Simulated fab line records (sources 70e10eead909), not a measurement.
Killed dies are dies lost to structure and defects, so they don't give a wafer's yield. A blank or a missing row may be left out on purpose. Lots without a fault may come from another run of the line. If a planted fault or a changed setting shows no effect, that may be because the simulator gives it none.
One fault seen from 2 desks    flow nand harc    each desk holds nothing but its own numbers, with what lay behind them at the end

AT THE TOOL OWNER'S DESK: litho track-02
The tool's own readings at NHARC_P_ZERO_WELL_SOFTBAKE_06 (time 70 s): means of the sampled wafers that have a number, for each lot that ran on this tool. The brackets show how far a lot's mean lies from the usual mean; more than 4 standard deviations puts the lot out of limits, marked OUT.
Columns: A = heater power total W at NHARC_P_ZERO_WELL_SOFTBAKE_06, usual 201.0 W
lot   first seen here  A
L421  day 3 12:00      200.8
L422  day 3 22:00      200.2
L423  day 4 08:00      211.4 (+8.0) OUT
L425  day 5 04:00      210.4 (+7.3) OUT
L437  day 10 04:00     201.1
L439  day 11 00:00     201.2
This desk finds L423, L425 out of limits, L423 being first, at day 4 08:00 (heater power total W at NHARC_P_ZERO_WELL_SOFTBAKE_06). L421, L422, L437, L439: within limits.

AT THE METROLOGY DESK
What the gauges read, lot by lot, whatever tool the lot ran on: means of the sampled wafers that have a number. The brackets show how far a lot's mean lies from the usual mean; more than 4 standard deviations puts the lot out of limits, marked OUT.
Columns: A = cd nm at NHARC_P_ZERO_WELL_CD_MEAS_11, usual 500.8 nm
lot   first seen here  A
L421  day 3 13:07      501.9
L422  day 3 23:18      500.1
L423  day 4 09:13      511.3 (+5.0) OUT
L424  day 4 19:26      499.0
L425  day 5 05:19      509.3 (+4.1) OUT
L433  day 8 13:15      502.0
L434  day 8 23:14      501.1
L437  day 10 05:16     498.8
L438  day 10 15:14     502.0
L439  day 11 01:07     503.6
L440  day 11 11:14     499.7
This desk finds L423, L425 out of limits, L423 being first, at day 4 09:13 (cd nm at NHARC_P_ZERO_WELL_CD_MEAS_11). L421, L422, L424, L433, L434, L437, L438, L439, L440: within limits.

TAKEN TOGETHER
On L423, L425, at day 4 08:00, an alarm was possible from the tool owner's desk.
On L423, L425, the metrology desk was in a position to raise an alarm at day 4 09:13.
Every lot named ran NHARC_P_ZERO_WELL_SOFTBAKE_06 on litho track-02.

WHAT THE SIMULATOR HAD INSERTED
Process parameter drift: litho track-02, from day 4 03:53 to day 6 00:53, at NHARC_P_ZERO_WELL_SOFTBAKE_06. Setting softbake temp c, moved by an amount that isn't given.
Shown lots that were struck: L423, L425.
Time in hours from fault onset to the first out-of-limits reading at each desk: tool owner's desk 4, metrology desk 5.
